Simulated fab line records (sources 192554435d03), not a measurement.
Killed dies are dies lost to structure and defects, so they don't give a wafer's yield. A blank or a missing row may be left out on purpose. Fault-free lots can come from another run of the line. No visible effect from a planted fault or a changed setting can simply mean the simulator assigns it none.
fab line records    flow n5-finfet    part 1 of 2: steps 1 to 20 of 27
record lots=5  wafers=15  last-day=14
route steps=1938 shown HKMG_FIN@421
lots untouched by any fault: they come from a run of this same line in which no faults occurred
start-h: hours from the record's opening day to when the first of the lot's shown wafers began    wait-h: hours from the lot's prior step to this one    " repeats the value in the row above    L1.1+2: a single row standing in for several wafers    - no value, or no start was given    * or withheld: withheld    < > ~ a bound
route shown NAME@n: NAME is a module with steps in the file, n the number in the route of the first one    usual: average and standard deviation across the fault-free wafers    same: alike in all rows    chamber/n: place in a boat    sites: each site's reading    _std_site: the values' standard deviation    _edge_site: mean of outer sites minus mean of inner sites    radius-mm: for every site, how far away it sits from the centre of the wafer    mask NAME#n: copy n    behind: the most recent tool/chamber to have shaped the wafer    hold: cause of the lot's hold/its duration in hours/its outcome    device: whichever transistor did not switch (one of n, p or np)    end of line: at the end of the route, the tests of the same wafers    a step without rows: its recipe alone    killed: count of dies lost to structure and defects at first sort (not the wafer's yield)    map: a wafer's dies, x killed, . not, _ none there
set.NAME: the run value of the setting; set.NAME@STEP: its run value at that earlier step    model.NAME: the simulator's own value behind a step, which no gauge read
lots seen at some steps along the route; tables by step, rows by wafer
services: the hour from which a tool's chamber was out of use, counted from the record's first day as start-h (under 0 if before that day), plus the number of hours and why
## steps
# step N5_HKMG_FIN_PWFM_ALD_03
# recipe material=TiN  target-thk-a=20  temp-c=400  ald-precursor-family=TiCl4  ald-co-reactant=NH3  pulse-time-s=1  purge-time-s=3  co-reactant-purge-time-s=2  co-reactant-pulse-time-s=2  ald-cycles=91  pressure-torr=3
# usual heater-power-w=858/100  precursor-pulse-height-rel=0.999/0.019
lot.wafer  tool          chamber  start-h  wait-h  heater-power-w  precursor-pulse-height-rel
L075.1     ald-metal-04  0        83.72    0.0     1060            1.010
L075.4     "             2        "        "       762             1.014
L075.5     "             0        "        "       1099            1.015
L076.2     ald-metal-01  3        86.73    0.0     833             1.002
L076.5     "             3        "        "       817             0.988
L076.6     "             2        "        "       795             0.998
L077.1     ald-metal-04  0        93.95    0.0     1077            1.013
L077.4     "             3        "        "       966             0.982
L077.5     "             1        "        "       777             1.010
L078.3     ald-metal-04  1        99.36    0.0     785             1.001
L078.4     "             0        "        "       1077            0.987
L078.6     "             1        "        "       782             0.934
L084.1     ald-metal-04  0        134.59   0.0     1076            0.998
L084.3     "             1        "        "       762             0.993
L084.6     "             2        "        "       750             0.989
# step N5_HKMG_FIN_COAT_29
# recipe resist=SOC  temp-c=250  time-s=60  spin-rpm=1500  resist-thk-nm=300
# usual dispense-pressure-kPa=48.9/1.9
lot.wafer  tool            chamber  start-h  wait-h  dispense-pressure-kPa
L075.1     litho-track-05  0        84.19    0.2     51.0
L075.4     "               0        "        "       50.9
L075.5     "               0        "        "       50.9
L076.2     litho-track-05  0        87.20    0.2     50.8
L076.5     "               0        "        "       50.8
L076.6     "               0        "        "       50.8
L077.1     litho-track-02  0        94.42    0.2     48.9
L077.4     "               0        "        "       48.9
L077.5     "               0        "        "       48.9
L078.3     litho-track-02  0        99.83    0.2     48.9
L078.4     "               0        "        "       49.0
L078.6     "               0        "        "       48.9
L084.1     litho-track-05  0        135.06   0.2     50.9
L084.3     "               0        "        "       50.8
L084.6     "               0        "        "       50.8
# step N5_HKMG_FIN_COAT_30
# recipe resist=SiARC  temp-c=220  time-s=60  spin-rpm=1500  resist-thk-nm=35
# usual dispense-pressure-kPa=48.9/1.9
lot.wafer  tool            chamber  start-h  wait-h  dispense-pressure-kPa
L075.1     litho-track-05  0        -        -       50.9
L075.4     "               0        "        "       50.9
L075.5     "               0        "        "       50.9
L076.2     litho-track-05  0        -        -       50.9
L076.5     "               0        "        "       50.9
L076.6     "               0        "        "       50.9
L077.1     litho-track-02  0        -        -       48.9
L077.4     "               0        "        "       49.0
L077.5     "               0        "        "       48.9
L078.3     litho-track-02  0        -        -       48.8
L078.4     "               0        "        "       48.8
L078.6     "               0        "        "       48.8
L084.1     litho-track-05  0        -        -       50.9
L084.3     "               0        "        "       50.9
L084.6     "               0        "        "       50.9
# step N5_HKMG_FIN_COAT_06
# recipe resist=CAR-ArF  spin-rpm=1500  resist-thk-nm=90
# usual dispense-pressure-kPa=48.9/1.9
lot.wafer  tool            chamber  start-h  wait-h  dispense-pressure-kPa
L075.1     litho-track-05  0        -        -       50.9
L075.4     "               0        "        "       50.9
L075.5     "               0        "        "       50.9
L076.2     litho-track-05  0        -        -       50.9
L076.5     "               0        "        "       50.9
L076.6     "               0        "        "       50.9
L077.1     litho-track-02  0        -        -       48.9
L077.4     "               0        "        "       48.9
L077.5     "               0        "        "       48.9
L078.3     litho-track-02  0        -        -       48.9
L078.4     "               0        "        "       48.9
L078.6     "               0        "        "       48.9
L084.1     litho-track-05  0        -        -       50.9
L084.3     "               0        "        "       50.8
L084.6     "               0        "        "       50.9
# step N5_HKMG_FIN_EBR_08
# recipe solvent=PGMEA  ebr-width-mm=1.5
lot.wafer   tool            chamber  start-h  wait-h
L075.1+4+5  litho-track-05  0        -        -
L076.2+5+6  litho-track-05  0        -        -
L077.1+4+5  litho-track-02  0        -        -
L078.3+4+6  litho-track-02  0        -        -
L084.1+3+6  litho-track-05  0        -        -
# step N5_HKMG_FIN_SOFTBAKE_07
# recipe temp-c=110  time-s=60  resist=CAR-ArF
lot.wafer   tool            chamber  start-h  wait-h
L075.1+4+5  litho-track-05  0        -        -
L076.2+5+6  litho-track-05  0        -        -
L077.1+4+5  litho-track-02  0        -        -
L078.3+4+6  litho-track-02  0        -        -
L084.1+3+6  litho-track-05  0        -        -
# step N5_HKMG_FIN_EXPOSE_09
# recipe mask-id=NWFM  na=1.35  source-shape=conventional  sigma-outer=0.8  polarization=unpolarized  target-cd-nm=98  dose-mj=39.25
# same sigma-outer=0.8
lot.wafer   tool             chamber  start-h  wait-h  mask
L075.1+4+5  arfi-scanner-02  0        84.43    -       NWFM#0
L076.2+5+6  arfi-scanner-01  0        87.45    -       NWFM#0
L077.1+4+5  arfi-scanner-02  0        94.66    -       NWFM#0
L078.3+4+6  arfi-scanner-03  0        100.08   -       NWFM#0
L084.1+3+6  arfi-scanner-03  0        135.30   -       NWFM#0
# step N5_HKMG_FIN_PEB_10
# recipe peb-temp-c=withheld  peb-time-s=60  resist=CAR-ArF
lot.wafer   tool            chamber  start-h  wait-h
L075.1+4+5  litho-track-05  0        84.49    0.1
L076.2+5+6  litho-track-03  0        87.50    0.0
L077.1+4+5  litho-track-03  0        94.72    0.1
L078.3+4+6  litho-track-02  0        100.13   0.0
L084.1+3+6  litho-track-03  0        135.35   0.1
# step N5_HKMG_FIN_DEVELOP_11
# recipe develop-time-s=30  developer=TMAH  resist=CAR-ArF  dev-temp-c=23  rinse-liquid=diw  dry=air-spin
lot.wafer   tool            chamber  start-h  wait-h
L075.1+4+5  litho-track-05  0        -        -
L076.2+5+6  litho-track-03  0        -        -
L077.1+4+5  litho-track-03  0        -        -
L078.3+4+6  litho-track-02  0        -        -
L084.1+3+6  litho-track-03  0        -        -
# step N5_HKMG_FIN_CD_MEAS_12
# recipe target-cd-nm=92.8  landing-energy-ev=500  detector=se-inlens
# usual cd-nm=93.5/0.65
lot.wafer  tool       chamber  start-h  wait-h  cd-nm
L075.1     cd-sem-01  0        84.55    -       94.3
L075.4     "          0        "        "       93.5
L075.5     "          0        "        "       93.1
L076.2     cd-sem-03  0        87.57    -       93.2
L076.5     "          0        "        "       93.2
L076.6     "          0        "        "       93.1
L077.1     cd-sem-01  0        94.79    -       92.9
L077.4     "          0        "        "       92.8
L077.5     "          0        "        "       93.4
L078.3     cd-sem-02  0        100.20   -       93.8
L078.4     "          0        "        "       94.0
L078.6     "          0        "        "       92.8
L084.1     cd-sem-01  0        135.42   -       93.6
L084.3     "          0        "        "       93.9
L084.6     "          0        "        "       93.9
# step N5_HKMG_FIN_OVL_MEAS_13
# recipe points-per-wafer=44
# usual NWFM_OVL=0.1/0.73
lot.wafer  tool        chamber  start-h  wait-h  NWFM_OVL[nm]
L075.1     overlay-02  0        84.58    0.0     -0.2
L075.4     "           0        "        "       0.6
L075.5     "           0        "        "       0.1
L076.2     overlay-01  0        87.60    0.0     0.1
L076.5     "           0        "        "       0.0
L076.6     "           0        "        "       0.5
L077.1     overlay-01  0        94.82    0.0     -0.4
L077.4     "           0        "        "       0.0
L077.5     "           0        "        "       0.8
L078.3     overlay-01  0        100.23   0.0     0.5
L078.4     "           0        "        "       -1.1
L078.6     "           0        "        "       -0.4
L084.1     overlay-02  0        135.45   0.0     -0.9
L084.3     "           0        "        "       -0.2
L084.6     "           0        "        "       -0.4
# step N5_HKMG_FIN_INSPECT_14
# recipe mode=adi  inspect-instrument=macro
# usual raw-defect-count=2.1/1.5
lot.wafer  tool               chamber  start-h  wait-h  raw-defect-count
L075.1     defect-inspect-02  -        84.61    0.0     2
L075.4     "                  -        "        "       1
L075.5     "                  -        "        "       2
L076.2     defect-inspect-01  -        87.63    0.0     1
L076.5     "                  -        "        "       1
L076.6     "                  -        "        "       4
L077.1     defect-inspect-01  -        94.84    0.0     5
L077.4     "                  -        "        "       0
L077.5     "                  -        "        "       4
L078.3     defect-inspect-02  -        100.25   0.0     1
L078.4     "                  -        "        "       2
L078.6     "                  -        "        "       3
L084.1     defect-inspect-02  -        135.48   0.0     1
L084.3     "                  -        "        "       1
L084.6     "                  -        "        "       3
# step N5_HKMG_FIN_DESCUM_17
# recipe chemistry=O2  time-s=7.9  source-power-w=50  bias-power-w=20  pressure-mtorr=20  rf-frequency-hz=2.712e+07  temp-c=40  resist=CAR-ArF  o2-flow-sccm=225
# usual drypump-motor-current-A=5.7/0.4  o2-flow-sccm=225.0/0.72  oes-product-au=0.85/0.082  rf-vpp-V=243.9/1.3  showerhead-plenum-p-Torr=2.14/0.071  throttle-valve-pct=20.35/0.23
lot.wafer  tool         chamber  start-h  wait-h  drypump-motor-current-A  o2-flow-sccm  oes-product-au  rf-hours-counter-h  rf-vpp-V  showerhead-plenum-p-Torr  throttle-valve-pct
L075.1     rie-diel-03  1        85.22    0.6     5.6                      226.2         0.68            245                 241.5     2.00                      20.83
L075.4     "            3        "        "       5.6                      225.2         0.91            16                  242.5     2.15                      20.26
L075.5     "            0        "        "       6.1                      225.4         0.87            -                   243.3     2.11                      20.56
L076.2     rie-diel-02  3        88.08    0.5     4.9                      224.0         0.86            50                  243.0     2.14                      20.08
L076.5     "            1        "        "       5.7                      223.8         0.71            -                   245.8     2.14                      20.25
L076.6     "            2        "        "       5.6                      225.2         0.70            -                   242.6     2.08                      20.57
L077.1     rie-diel-02  2        95.30    0.5     5.6                      223.7         0.70            216                 242.2     2.08                      20.57
L077.4     "            2        "        "       5.6                      223.9         0.69            -                   242.8     2.08                      20.58
L077.5     "            1        "        "       5.7                      225.9         0.70            -                   244.0     2.14                      20.25
L078.3     rie-diel-06  0        100.64   0.4     6.2                      224.3         0.90            23                  244.2     2.24                      20.08
L078.4     "            2        "        "       5.1                      225.7         0.96            -                   243.8     2.14                      19.89
L078.6     "            1        "        "       6.1                      225.1         0.81            -                   243.0     2.05                      20.48
L084.1     rie-diel-03  3        135.58   0.1     5.7                      225.7         0.85            39                  243.7     2.14                      20.29
L084.3     "            1        "        "       5.6                      222.5         0.97            5                   245.8     2.26                      20.38
L084.6     "            2        "        "       5.5                      224.6         0.92            -                   245.9     2.22                      20.54
# step N5_HKMG_FIN_ETCH_31
# recipe chemistry=CF4  target=SiARC  target-depth-a=455  mask-material=CAR-ArF  time-s=75.8  ion-energy-ev=80  pressure-mtorr=40  source-w=545  bias-w=36  Ar_flow_sccm=100  cf4-flow-sccm=100  ends=cleared
# usual drypump-motor-current-A=5.7/0.4  etch-rf-on-time-s=74.9/2  oes-product-au=0.73/0.069  rf-vpp-V=184.7/1.2  showerhead-plenum-p-Torr=2.18/0.064  throttle-valve-pct=15.46/0.26
lot.wafer  tool         chamber  start-h  wait-h  drypump-motor-current-A  etch-rf-on-time-s  oes-product-au  rf-hours-counter-h  rf-vpp-V  showerhead-plenum-p-Torr  throttle-valve-pct
L075.1     rie-diel-03  1        85.26    0.0     5.6                      76.3               0.58            245                 181.5     2.02                      15.89
L075.4     "            3        "        "       5.7                      76.0               0.77            16                  185.1     2.18                      15.24
L075.5     "            0        "        "       6.1                      77.1               0.74            -                   185.1     2.17                      15.78
L076.2     rie-diel-02  3        88.12    0.0     4.9                      74.4               0.74            50                  184.8     2.18                      15.19
L076.5     "            1        "        "       5.7                      75.4               0.60            -                   183.7     2.20                      15.61
L076.6     "            2        "        "       5.6                      75.3               0.60            -                   184.2     2.11                      15.63
L077.1     rie-diel-02  2        95.34    0.0     5.6                      75.3               0.59            216                 184.4     2.11                      15.65
L077.4     "            2        "        "       5.6                      75.3               0.60            -                   183.1     2.11                      15.65
L077.5     "            1        "        "       5.7                      75.7               0.60            -                   183.8     2.20                      15.63
L078.3     rie-diel-06  0        100.67   0.0     6.1                      76.6               0.76            23                  185.7     2.26                      15.01
L078.4     "            2        "        "       5.1                      72.8               0.82            -                   186.6     2.18                      15.06
L078.6     "            1        "        "       6.1                      75.0               0.70            -                   183.4     2.08                      15.51
L084.1     rie-diel-03  3        135.62   0.0     5.7                      76.9               0.74            39                  186.0     2.17                      15.30
L084.3     "            1        "        "       5.6                      73.6               0.82            5                   186.7     2.27                      15.37
L084.6     "            2        "        "       5.5                      74.9               0.79            -                   186.2     2.26                      15.64
# step N5_HKMG_FIN_ETCH_32
# recipe chemistry=N2/H2  target=SOC  target-depth-a=2400  temp-c=40  time-s=300  ion-energy-ev=200  mask-material=SiARC  pressure-mtorr=30  source-w=840  bias-w=150  n2-flow-sccm=200  h2-flow-sccm=200
# usual drypump-motor-current-A=5.7/0.4  n2-flow-sccm=200.0/0.61  oes-product-au=0.85/0.082  rf-vpp-V=525.4/2.4  showerhead-plenum-p-Torr=2.60/0.09  throttle-valve-pct=17.76/0.27
lot.wafer  tool         chamber  start-h  wait-h  drypump-motor-current-A  n2-flow-sccm  oes-product-au  rf-hours-counter-h  rf-vpp-V  showerhead-plenum-p-Torr  throttle-valve-pct
L075.1     rie-diel-03  1        85.32    0.0     5.6                      199.5         0.68            245                 520.1     2.39                      17.94
L075.4     "            3        "        "       5.7                      200.1         0.91            17                  524.5     2.61                      17.68
L075.5     "            0        "        "       6.1                      199.6         0.85            -                   524.9     2.58                      18.13
L076.2     rie-diel-02  3        88.17    0.0     4.9                      199.7         0.86            50                  524.0     2.59                      17.49
L076.5     "            1        "        "       5.7                      201.7         0.70            -                   527.1     2.61                      17.80
L076.6     "            2        "        "       5.6                      200.3         0.70            -                   522.6     2.50                      17.92
L077.1     rie-diel-02  2        95.39    0.0     5.6                      201.3         0.70            216                 522.3     2.50                      17.93
L077.4     "            2        "        "       5.6                      200.5         0.70            -                   522.6     2.50                      17.93
L077.5     "            1        "        "       5.7                      199.7         0.69            -                   525.9     2.61                      17.81
L078.3     rie-diel-06  0        100.73   0.0     6.2                      200.4         0.90            23                  529.3     2.72                      17.43
L078.4     "            2        "        "       5.1                      200.0         0.96            -                   525.4     2.61                      17.45
L078.6     "            1        "        "       6.1                      200.4         0.82            -                   520.2     2.45                      17.61
L084.1     rie-diel-03  3        135.67   0.0     5.6                      200.2         0.87            39                  525.8     2.60                      17.72
L084.3     "            1        "        "       5.6                      199.0         0.97            5                   527.9     2.70                      17.46
L084.6     "            2        "        "       5.5                      200.3         0.93            -                   528.1     2.72                      18.09
# step N5_HKMG_FIN_STRIP_33
# recipe chemistry=N2/H2  temp-c=40  n2-flow-sccm=200  h2-flow-sccm=200  rf-frequency-hz=6e+07
lot.wafer   tool         chamber  start-h  wait-h
L075.1+4+5  rie-diel-03  1,3,0    85.50    0.1
L076.2+5+6  rie-diel-02  3,1,2    88.35    0.1
L077.1+4+5  rie-diel-02  2,2,1    95.57    0.1
L078.3+4+6  rie-diel-06  0,2,1    100.91   0.1
L084.1+3+6  rie-diel-03  3,1,2    135.85   0.1
# step N5_HKMG_FIN_STRIP_34
# recipe chemistry=CF4  resist=SiARC  power-w=300  bias-power-w=75  pressure-mtorr=50  cf4-flow-sccm=150  rf-frequency-hz=6e+07
# usual drypump-motor-current-A=5.7/0.4  oes-product-au=0.83/0.074  rf-vpp-V=272.0/1.5  showerhead-plenum-p-Torr=1.83/0.056  throttle-valve-pct=13.42/0.25
lot.wafer  tool         chamber  start-h  wait-h  drypump-motor-current-A  oes-product-au  rf-hours-counter-h  rf-vpp-V  showerhead-plenum-p-Torr  throttle-valve-pct
L075.1     rie-diel-03  1        85.51    0.0     5.7                      0.68            245                 270.2     1.71                      13.94
L075.4     "            3        "        "       5.6                      0.90            17                  271.6     1.82                      13.17
L075.5     "            0        "        "       6.1                      0.86            -                   271.3     1.80                      13.66
L076.2     rie-diel-02  3        88.36    0.0     4.9                      0.85            50                  272.0     1.82                      13.13
L076.5     "            1        "        "       5.7                      0.69            -                   271.1     1.84                      13.63
L076.6     "            2        "        "       5.6                      0.69            -                   272.1     1.76                      13.62
L077.1     rie-diel-02  2        95.58    0.0     5.6                      0.69            216                 270.4     1.76                      13.62
L077.4     "            2        "        "       5.6                      0.69            -                   270.9     1.76                      13.64
L077.5     "            1        "        "       5.7                      0.69            -                   271.3     1.84                      13.63
L078.3     rie-diel-06  0        100.92   0.0     6.2                      0.89            24                  273.7     1.89                      12.97
L078.4     "            2        "        "       5.1                      0.92            -                   273.0     1.82                      12.98
L078.6     "            1        "        "       6.1                      0.80            -                   270.9     1.74                      13.49
L084.1     rie-diel-03  3        135.86   0.0     5.6                      0.85            39                  270.7     1.82                      13.23
L084.3     "            1        "        "       5.6                      0.93            5                   273.1     1.91                      13.40
L084.6     "            2        "        "       5.5                      0.91            -                   273.2     1.90                      13.57
# step N5_HKMG_FIN_ETCH_35
# recipe chemistry=N2/H2  target=SOC  target-depth-a=2158  ion-energy-ev=65  bias-w=5  source-w=3000  time-s=243.4  pressure-mtorr=30  n2-flow-sccm=200  h2-flow-sccm=200
# usual drypump-motor-current-A=5.7/0.41  n2-flow-sccm=199.9/0.63  oes-product-au=0.85/0.081  rf-vpp-V=141.9/0.97  showerhead-plenum-p-Torr=2.60/0.09  throttle-valve-pct=17.77/0.27
lot.wafer  tool         chamber  start-h  wait-h  drypump-motor-current-A  n2-flow-sccm  oes-product-au  rf-hours-counter-h  rf-vpp-V  showerhead-plenum-p-Torr  throttle-valve-pct
L075.1     rie-diel-03  1        85.53    0.0     5.6                      200.9         0.68            245                 140.4     2.39                      17.95
L075.4     "            3        "        "       5.7                      198.7         0.91            17                  141.2     2.61                      17.67
L075.5     "            0        "        "       6.1                      200.0         0.85            -                   141.5     2.58                      18.15
L076.2     rie-diel-02  3        88.38    0.0     4.9                      200.3         0.86            50                  141.2     2.59                      17.48
L076.5     "            1        "        "       5.7                      200.0         0.70            -                   141.7     2.61                      17.82
L076.6     "            2        "        "       5.6                      200.0         0.70            -                   141.8     2.50                      17.91
L077.1     rie-diel-02  2        95.60    0.0     5.6                      198.7         0.71            216                 141.5     2.50                      17.94
L077.4     "            2        "        "       5.6                      199.6         0.70            -                   141.5     2.50                      17.93
L077.5     "            1        "        "       5.7                      199.8         0.70            -                   141.9     2.61                      17.80
L078.3     rie-diel-06  0        100.94   0.0     6.2                      199.2         0.89            24                  141.3     2.72                      17.43
L078.4     "            2        "        "       5.1                      199.0         0.97            -                   142.2     2.61                      17.46
L078.6     "            1        "        "       6.1                      199.7         0.82            -                   140.6     2.45                      17.62
L084.1     rie-diel-03  3        135.88   0.0     5.6                      199.4         0.86            39                  142.8     2.60                      17.72
L084.3     "            1        "        "       5.7                      200.0         0.97            5                   143.3     2.70                      17.47
L084.6     "            2        "        "       5.5                      199.7         0.93            -                   142.0     2.72                      18.11
# step N5_HKMG_FIN_STRIP_92
# recipe chemistry=N2/H2  material=SOC  time-s=20  power-w=500  temp-c=40  pressure-mtorr=50  rf-frequency-hz=6e+07  bias-power-w=8  h2-frac=0.5  n2-flow-sccm=300  h2-flow-sccm=300
# usual drypump-motor-current-A=5.7/0.41  n2-flow-sccm=300.0/0.93  oes-product-au=0.85/0.083  rf-vpp-V=54.3/0.97  showerhead-plenum-p-Torr=3.43/0.11  throttle-valve-pct=19.1/0.43
lot.wafer  tool         chamber  start-h  wait-h  drypump-motor-current-A  n2-flow-sccm  oes-product-au  rf-hours-counter-h  rf-vpp-V  showerhead-plenum-p-Torr  throttle-valve-pct
L075.1     rie-diel-03  1        85.68    0.1     5.7                      301.2         0.69            245                 54.3      3.16                      18.8
L075.4     "            3        "        "       5.7                      300.6         0.89            17                  55.7      3.44                      19.1
L075.5     "            0        "        "       6.1                      300.1         0.85            -                   54.8      3.40                      19.7
L076.2     rie-diel-02  3        88.53    0.1     4.9                      300.9         0.86            50                  54.8      3.42                      18.8
L076.5     "            1        "        "       5.7                      299.8         0.70            -                   53.1      3.44                      19.0
L076.6     "            2        "        "       5.6                      300.0         0.70            -                   53.8      3.31                      19.3
L077.1     rie-diel-02  2        95.75    0.1     5.6                      301.1         0.70            216                 53.7      3.31                      19.3
L077.4     "            2        "        "       5.6                      300.6         0.70            -                   54.4      3.31                      19.3
L077.5     "            1        "        "       5.7                      302.0         0.69            -                   55.4      3.44                      19.0
L078.3     rie-diel-06  0        101.09   0.1     6.2                      299.2         0.89            24                  54.4      3.58                      18.7
L078.4     "            2        "        "       5.1                      299.5         0.95            -                   53.5      3.44                      19.0
L078.6     "            1        "        "       6.1                      300.8         0.82            -                   53.5      3.24                      18.7
L084.1     rie-diel-03  3        136.03   0.1     5.7                      300.6         0.86            40                  55.2      3.43                      19.1
L084.3     "            1        "        "       5.7                      300.2         0.98            5                   55.7      3.56                      18.4
L084.6     "            2        "        "       5.5                      299.9         0.94            -                   54.0      3.58                      19.7
# step N5_HKMG_FIN_WET_ETCH_18
# recipe chemistry=SC1  target=TiN  mix=1:1:5  temp-c=*  time-s=55  target-depth-nm=5.2  dry=ipa-marangoni  rinse-time-s=30  rinse-temp-c=23
lot.wafer   tool          chamber  start-h  wait-h
L075.1+4+5  wet-bench-01  2,0,1    85.76    0.1
L076.2+5+6  wet-bench-03  2,6,7    88.62    0.1
L077.1+4+5  wet-bench-06  3,0,7    95.83    0.1
L078.3+4+6  wet-bench-03  6,2,4    101.17   0.1
L084.1+3+6  wet-bench-06  2,7,4    136.12   0.1
